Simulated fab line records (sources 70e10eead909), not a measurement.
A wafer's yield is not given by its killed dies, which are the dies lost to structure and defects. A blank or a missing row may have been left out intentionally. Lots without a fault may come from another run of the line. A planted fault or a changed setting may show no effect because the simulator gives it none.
Chamber matching | flow nand-harc | NHARC_A_CONTACT_ETCH_106 on rie-diel-05 has 3 sister chambers
The step etches the open film in CF4/O2, target depth 90 nm, overetch 9 nm, time 49.5 s. 3 wafers are shown with their chamber, then 4 later ones without.

== WAFERS WITH THEIR CHAMBER ==
wafer  | chamber | drypump-motor-current-A (A)
L292.2 | 0       | 5.50
L292.5 | 3       | 5.65
L292.6 | 2       | 5.71

== WAFERS WITH NO CHAMBER GIVEN ==
wafer  | drypump-motor-current-A (A)
L293.2 | 5.72
L293.5 | 5.50
L295.1 | 5.46
L295.3 | 5.68

== WHICH CHAMBER EACH WENT THROUGH ==
wafer  | from the rows above     | in truth
L293.2 | 2                       | 2
L293.5 | 0                       | 0
L295.1 | 0                       | 0
L295.3 | can't be placed: 3 or 2 | 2
Correct placement for 3 of the 4. These rows do not allow placing 1 (true chamber among the candidates in 1). Placed wrongly: 0.
How it was worked out, from the rows above alone: a wafer's distance from a chamber is the root of the sum, over the readings, of the square of ((its reading less the chamber's mean) divided by the reading's scatter). If the next closest chamber is less than 2 further off than the closest, the wafer can't be placed; otherwise it belongs to the closest. A chamber's mean is the mean of its shown wafers. The scatter (one wafer shown for each chamber): square how far every hidden wafer sits from the nearest shown wafer, average those squares and take the square root.
